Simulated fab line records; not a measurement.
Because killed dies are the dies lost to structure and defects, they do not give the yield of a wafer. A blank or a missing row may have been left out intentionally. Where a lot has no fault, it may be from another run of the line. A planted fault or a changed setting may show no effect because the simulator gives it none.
One fault seen from 3 desks | flow n5_finfet | what lay behind the numbers comes last; until then each desk has only its own

== THE DEFECT DESK ==
For each lot, the counts of the inspections along the route, averaged over the sampled wafers that have a number. If a lot's mean is further than 4 standard deviations from the usual mean, the lot is out of limits and carries the mark OUT (the distance appears in the brackets).
Columns: A = raw_defect_count at N5_PASSIVATION_INSPECT_64, usual 2.0
lot  | first seen here | A
L842 | day 11 19:35    | 3.7
L850 | day 14 15:33    | 2.3
L852 | day 15 13:13    | 1.3
L853 | day 16 05:07    | 1.3
L856 | day 16 08:16    | 1.7
L862 | day 17 05:01    | 2.3
Result from this desk: across the 6 lots, nothing is out of limits.

== DESK OF THE TOOL OWNER: pecvd-02 ==
The tool's own readings at N5_PASSIVATION_PECVD_53 (deposits SiO2 from TEOS/O2, target thk 800 nm, time 169.4 s): means of the sampled wafers that have a number, for each lot that ran on this tool. If a lot's mean is further than 4 standard deviations from the usual mean, the lot is out of limits and carries the mark OUT (the distance appears in the brackets).
Columns: A = run_length_s at N5_PASSIVATION_PECVD_53, usual 197.2 s
lot  | first seen here | A
L850 | day 14 16:41    | 202.3 (+12) OUT
L852 | day 15 15:12    | 202.5 (+12) OUT
Finding of this desk: L850, L852 out of limits; the first was L850 at day 14 16:41, on run_length_s at N5_PASSIVATION_PECVD_53. In limits: none.

== FROM THE METROLOGY DESK ==
What the gauges read, lot by lot, whatever tool the lot ran on: means of the sampled wafers that have a number. If a lot's mean is further than 4 standard deviations from the usual mean, the lot is out of limits and carries the mark OUT (the distance appears in the brackets).
Columns: A = cd_nm at N5_PASSIVATION_CD_MEAS_30, usual 4000.3 nm; B = PAD_OVL at N5_PASSIVATION_OVL_MEAS_63, usual 0 nm
lot  | first seen here | A      | B
L842 | day 11 19:32    | 4000.2 | 2
L850 | day 14 15:30    | 4000.3 | 4
L852 | day 15 13:10    | 4000.7 | 8
L853 | day 16 05:04    | 4000.3 | -4
L856 | day 16 08:12    | 4000.9 | 2
L862 | day 17 04:58    | 3999.2 | -2
Result from this desk: across the 6 lots, nothing is out of limits.

== TAKEN TOGETHER ==
The tool owner's desk had the chance to raise an alarm at day 14 16:41 on L850, L852.
The defect desk saw nothing out of limits.
Metrology desk: nothing out of limits seen.
The defect desk has L850, L852 on record, within its limits.
The metrology desk holds a record of L850, L852, inside its limits.
On pecvd-02, each named lot ran N5_PASSIVATION_PECVD_53.

== WHAT THE SIMULATOR HAD PUT IN ==
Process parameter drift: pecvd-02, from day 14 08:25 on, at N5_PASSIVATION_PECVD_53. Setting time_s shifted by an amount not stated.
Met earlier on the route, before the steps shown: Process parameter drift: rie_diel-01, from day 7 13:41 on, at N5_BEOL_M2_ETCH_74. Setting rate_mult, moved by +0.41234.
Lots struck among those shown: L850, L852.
How many hours passed from the start of the fault until each desk's first out-of-limits reading: the tool owner's desk, 8.
